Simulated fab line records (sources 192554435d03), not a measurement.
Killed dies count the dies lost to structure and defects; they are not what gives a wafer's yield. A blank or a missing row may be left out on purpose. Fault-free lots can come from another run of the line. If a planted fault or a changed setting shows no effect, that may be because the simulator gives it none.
The tool behind it: which one? + flow n5-finfet + Sampling: 9 lots, 27 wafers, 7 of 1938 route steps

## WHAT THE GAUGES SHOWED, per wafer
N5_SD_EPI_N_EPI_MEAS_23.
| lot  | measured    | on            | thk-nm (nm)    |
|------|-------------|---------------|----------------|
| L421 | day 4 17:11 | film-metro-01 | 56.5 59.2 59.9 |
| L422 | day 4 23:08 | film-metro-02 | 58.5 58.4 59.0 |
| L423 | day 5 05:51 | film-metro-02 | 58.9 59.5 61.0 |
| L424 | day 5 10:52 | film-metro-02 | 60.9 60.7 61.8 |
| L426 | day 5 22:44 | film-metro-02 | 62.1 58.9 60.2 |
| L432 | day 7 11:43 | film-metro-02 | 68.4 67.7 67.7 |
| L435 | day 8 06:05 | film-metro-01 | 68.2 68.1 67.9 |
| L436 | day 8 14:36 | film-metro-01 | 59.9 59.3 59.7 |
| L438 | day 9 03:06 | film-metro-02 | 58.6 60.5 58.4 |

N5_SD_ACTIVATION_RS_MEAS_03: uses a four-point probe to measure.
| lot  | measured    | on            | RS_SD_N (ohm/sq)  | RS_SD_P (ohm/sq) |
|------|-------------|---------------|-------------------|------------------|
| L421 | day 4 22:25 | film-metro-01 | 21.92 21.56 21.71 | 55.4 56.5 57.0   |
| L422 | day 5 05:39 | film-metro-01 | 22.03 21.90 22.25 | 56.4 56.4 56.1   |
| L423 | day 5 11:20 | film-metro-02 | 21.37 22.22 21.70 | 54.2 53.7 53.8   |
| L424 | day 5 15:56 | film-metro-01 | 21.31 21.35 21.53 | 57.9 56.3 55.8   |
| L426 | day 6 04:56 | film-metro-01 | 21.40 21.67 21.96 | 56.1 55.9 55.7   |
| L432 | day 7 16:55 | film-metro-01 | 18.67 18.52 18.85 | 58.1 57.9 57.7   |
| L435 | day 8 11:19 | film-metro-01 | 18.56 18.35 18.32 | 55.6 54.9 56.3   |
| L436 | day 8 19:40 | film-metro-01 | 22.21 21.82 22.02 | 55.6 56.5 55.1   |
| L438 | day 9 10:15 | film-metro-02 | 21.69 21.90 21.76 | 56.8 55.4 56.3   |

N5_BEOL_M4_RC_MEAS_101.
| lot  | measured     | on        | DIBL_N (mV/V)  | DIBL_P (mV/V) | IOFF_N (nA/um) | IOFF_P (nA/um) | ION_N (uA/um) | ION_P (uA/um) | RS_SD_N (ohm/sq) | SS_N (mV/dec)  | SS_P (mV/dec)  | VT_N (mV)   | VT_P (mV)      |
|------|--------------|-----------|----------------|---------------|----------------|----------------|---------------|---------------|------------------|----------------|----------------|-------------|----------------|
| L421 | day 9 23:35  | prober-01 | 33.7 37.1 41.1 | 34 39 44      | 0.12 0.18 0.31 | 0.17 0.23 0.34 | 662 677 705   | 453 464 477   | 28.2 28.0 28.1   | 71.2 71.8 73.1 | 72.9 73.8 75.8 | 255 249 244 | -252 -246 -245 |
| L422 | day 10 05:40 | prober-02 | 35.9 37.2 33.6 | 37 37 34      | 0.16 0.19 0.11 | 0.20 0.20 0.17 | 667 680 659   | 459 461 451   | 28.6 28.5 28.6   | 72.3 72.0 70.9 | 73.8 73.0 73.0 | 251 249 255 | -252 -251 -254 |
| L423 | day 10 21:11 | prober-01 | 34.4 38.7 37.1 | 35 39 37      | 0.10 0.18 0.14 | 0.16 0.24 0.20 | 657 673 651   | 453 467 452   | 27.9 28.2 28.2   | 70.8 71.8 71.5 | 73.2 74.1 73.1 | 260 247 252 | -253 -249 -251 |
| L424 | day 10 09:25 | prober-01 | 41.4 37.6 38.9 | 40 35 38      | 0.27 0.15 0.19 | 0.33 0.21 0.28 | 702 671 679   | 477 458 468   | 27.3 27.5 27.4   | 72.5 71.6 72.4 | 74.7 73.5 73.4 | 244 255 246 | -244 -247 -244 |
| L426 | day 11 12:04 | prober-02 | 39.0 36.6 42.2 | 40 38 45      | 0.23 0.17 0.37 | 0.28 0.24 0.43 | 694 672 714   | 469 463 484   | 27.8 28.6 28.0   | 71.8 71.9 72.8 | 73.5 73.4 74.8 | 244 249 238 | -247 -248 -242 |
| L432 | day 12 19:31 | prober-01 | 41.4 39.1 35.1 | 41 37 34      | 0.27 0.22 0.13 | 0.26 0.20 0.16 | 708 675 668   | 471 453 449   | 24.4 24.2 24.4   | 72.3 72.7 72.1 | 74.2 73.8 72.4 | 241 249 253 | -248 -255 -254 |
| L435 | day 13 22:40 | prober-02 | 41.2 39.3 40.6 | 38 36 38      | 0.26 0.18 0.23 | 0.26 0.22 0.25 | 695 672 698   | 465 460 466   | 23.9 23.7 23.7   | 72.9 73.1 71.9 | 73.8 73.4 74.0 | 244 248 248 | -249 -249 -248 |
| L436 | day 13 22:26 | prober-01 | 38.6 39.0 39.9 | 42 39 41      | 0.21 0.20 0.23 | 0.29 0.23 0.26 | 685 676 687   | 475 455 466   | 28.7 28.6 28.3   | 72.0 71.8 72.2 | 74.4 74.7 74.6 | 247 247 245 | -249 -251 -249 |
| L438 | day 14 05:08 | prober-02 | 36.5 36.5 36.0 | 37 39 37      | 0.18 0.19 0.15 | 0.22 0.27 0.20 | 681 690 677   | 462 476 461   | 28.2 28.2 28.1   | 72.6 72.7 72.3 | 73.0 74.0 73.7 | 250 247 253 | -249 -247 -253 |

## WHAT TOOL EACH LOT RAN ON (gives the tool, then ch and the chambers of the sampled wafers, and finally the start)
| lot  | N5_SD_EPI_N_ETCH_45               | N5_SD_EPI_N_SD_RECESS_17        | N5_SD_EPI_N_EPI_21             | N5_SD_EPI_N_LINER_46             |
|------|-----------------------------------|---------------------------------|--------------------------------|----------------------------------|
| L421 | rie-diel-05 ch 0,1,3, day 4 13:20 | rie-si-03 ch 2,3, day 4 13:31   | epi-rpcvd-02 ch 0, day 4 15:39 | ald-sin-04 ch 2,3, day 4 17:35   |
| L422 | rie-diel-03 ch 0,2, day 4 19:31   | rie-si-05 ch 0,2,3, day 4 19:41 | epi-rpcvd-02 ch 0, day 4 20:51 | ald-sin-04 ch 1,2,3, day 4 23:53 |
| L423 | rie-diel-05 ch 0,2, day 5 02:59   | rie-si-06 ch 1,2, day 5 03:09   | epi-rpcvd-02 ch 0, day 5 04:08 | ald-sin-01 ch 0,1, day 5 06:24   |
| L424 | rie-diel-01 ch 1,2,3, day 5 07:14 | rie-si-06 ch 0,1,3, day 5 07:25 | epi-rpcvd-01 ch 0, day 5 08:35 | ald-sin-02 ch 0,1,3, day 5 11:10 |
| L426 | rie-diel-05 ch 0,2, day 5 19:51   | rie-si-06 ch 1,2,3, day 5 20:01 | epi-rpcvd-02 ch 0, day 5 21:02 | ald-sin-04 ch 0,2,3, day 5 23:03 |
| L432 | rie-diel-03 ch 1,2, day 7 08:50   | rie-si-03 ch 0,1, day 7 09:00   | epi-rpcvd-02 ch 0, day 7 10:16 | ald-sin-02 ch 0,1, day 7 12:01   |
| L435 | rie-diel-03 ch 0,2,3, day 8 03:12 | rie-si-06 ch 0,1,2, day 8 03:23 | epi-rpcvd-02 ch 0, day 8 04:56 | ald-sin-01 ch 1,2, day 8 06:23   |
| L436 | rie-diel-01 ch 0,1, day 8 11:30   | rie-si-05 ch 0,1,3, day 8 11:40 | epi-rpcvd-04 ch 0, day 8 12:53 | ald-sin-01 ch 0,1,2, day 8 14:54 |
| L438 | rie-diel-01 ch 0,2,3, day 8 21:23 | rie-si-03 ch 2,3, day 8 21:33   | epi-rpcvd-01 ch 0, day 8 23:05 | ald-sin-04 ch 2,3, day 9 03:24   |
- N5_SD_EPI_N_ETCH_45: etches SiOCN in CH3F/O2, target depth 6 nm.
- N5_SD_EPI_N_SD_RECESS_17: chemistry HBr/Cl2/O2, target depth 41 nm, time 23.7 s, bt time 3 s.
- N5_SD_EPI_N_EPI_21: deposits Si:P, time 690 s.
- N5_SD_EPI_N_LINER_46: material SiNx, target thk 3 nm.

## WHAT THE TOOLS THEMSELVES READ (means of the sampled wafers that have a number; where no wafer has one, the mark that the record gives instead)
N5_SD_EPI_N_ETCH_45.
| lot  | tool        | drypump-motor-current-A (A) | oes-product-au (a.u.) | rf-vpp-V (V) | showerhead-plenum-p-Torr (Torr) | throttle-valve-pct (%) |
|------|-------------|-----------------------------|-----------------------|--------------|---------------------------------|------------------------|
| L421 | rie-diel-05 | 5.5                         | 0.83                  | 126.9        | 1.99                            | 23.3                   |
| L422 | rie-diel-03 | 5.7                         | 0.82                  | 127.7        | 1.99                            | 23.6                   |
| L423 | rie-diel-05 | 5.4                         | 0.77                  | 126.9        | 1.99                            | 23.2                   |
| L424 | rie-diel-01 | 5.5                         | 0.74                  | 127.2        | 2.00                            | 23.6                   |
| L426 | rie-diel-05 | 5.1                         | 0.85                  | 127.4        | 2.02                            | 23.1                   |
| L432 | rie-diel-03 | 5.7                         | 0.85                  | 128.4        | 2.05                            | 23.3                   |
| L435 | rie-diel-03 | 5.6                         | 0.81                  | 127.5        | 2.05                            | 23.5                   |
| L436 | rie-diel-01 | 5.5                         | 0.85                  | 127.5        | 2.06                            | 23.6                   |
| L438 | rie-diel-01 | 5.8                         | 0.90                  | 128.2        | 2.07                            | 23.3                   |

N5_SD_EPI_N_SD_RECESS_17.
| lot  | tool      | drypump-motor-current-A (A) | oes-product-au (a.u.) | throttle-valve-pct (%) |
|------|-----------|-----------------------------|-----------------------|------------------------|
| L421 | rie-si-03 | 5.3                         | 1.017                 | 37.4                   |
| L422 | rie-si-05 | 5.5                         | 1.004                 | 37.0                   |
| L423 | rie-si-06 | 5.8                         | 0.980                 | 37.4                   |
| L424 | rie-si-06 | 5.5                         | 0.999                 | 37.4                   |
| L426 | rie-si-06 | 5.6                         | 0.993                 | 37.4                   |
| L432 | rie-si-03 | 5.5                         | 1.001                 | 36.7                   |
| L435 | rie-si-06 | 5.8                         | 0.992                 | 37.4                   |
| L436 | rie-si-05 | 5.7                         | 0.992                 | 37.1                   |
| L438 | rie-si-03 | 5.0                         | 1.008                 | 37.4                   |

N5_SD_EPI_N_EPI_21.
| lot  | tool         | chamber-pressure-Torr (Torr) |
|------|--------------|------------------------------|
| L421 | epi-rpcvd-02 | 254.3                        |
| L422 | epi-rpcvd-02 | 254.7                        |
| L423 | epi-rpcvd-02 | 254.5                        |
| L424 | epi-rpcvd-01 | 255.1                        |
| L426 | epi-rpcvd-02 | 254.7                        |
| L432 | epi-rpcvd-02 | 362.1                        |
| L435 | epi-rpcvd-02 | 361.3                        |
| L436 | epi-rpcvd-04 | 254.5                        |
| L438 | epi-rpcvd-01 | 254.9                        |

N5_SD_EPI_N_LINER_46.
| lot  | tool       | chamber-pressure-Torr (Torr) | heater-power-w (W) |
|------|------------|------------------------------|--------------------|
| L421 | ald-sin-04 | 1.996                        | 832                |
| L422 | ald-sin-04 | 2.001                        | 863                |
| L423 | ald-sin-01 | 2.001                        | 894                |
| L424 | ald-sin-02 | 2.005                        | 839                |
| L426 | ald-sin-04 | 1.996                        | 808                |
| L432 | ald-sin-02 | 1.998                        | 925                |
| L435 | ald-sin-01 | 1.998                        | 863                |
| L436 | ald-sin-01 | 2.003                        | 891                |
| L438 | ald-sin-04 | 2.001                        | 823                |

## THE ANSWER, worked out from the rows above alone
Rule: usual is defined by the lots themselves. Put in order of their means at a reading, lots are off if they are a third of the lots or fewer, leave a main group of 4 or more, and stand apart from it by a gap of 3 or more times the standard deviation of the main group's means; of several such gaps the widest counts. A main group whose means are all the same, to the digits that the tables above print for the reading, isn't used. Also off: a lot with no number at a reading for which 4 or more lots have one. All remaining lots with rows at the step are treated as sound. First the gauges in route order, then the tools' own readings, where a lot's mean is used as printed above. At the first step where some lot is off, the reading lying furthest off is the one used; lots without a number count as furthest.
Off, at N5_SD_EPI_N_EPI_MEAS_23 on thk-nm: L432, L435. Mean 59.6 nm and standard deviation 0.87 in the main group.
If a tool, at a process step before that reading, ran all the lots that are off and no sound lot after the first of them, it fits. Not tried: the gauges at N5_SD_EPI_N_EPI_MEAS_23; whatever is off there is also off at N5_BEOL_M4_RC_MEAS_101, on other tools, and gauge error can't account for it. Undecided on this evidence; 2 tools fit (rie-diel-03 at N5_SD_EPI_N_ETCH_45, epi-rpcvd-02 at N5_SD_EPI_N_EPI_21).

## WHAT THE SIMULATOR HAD INSERTED
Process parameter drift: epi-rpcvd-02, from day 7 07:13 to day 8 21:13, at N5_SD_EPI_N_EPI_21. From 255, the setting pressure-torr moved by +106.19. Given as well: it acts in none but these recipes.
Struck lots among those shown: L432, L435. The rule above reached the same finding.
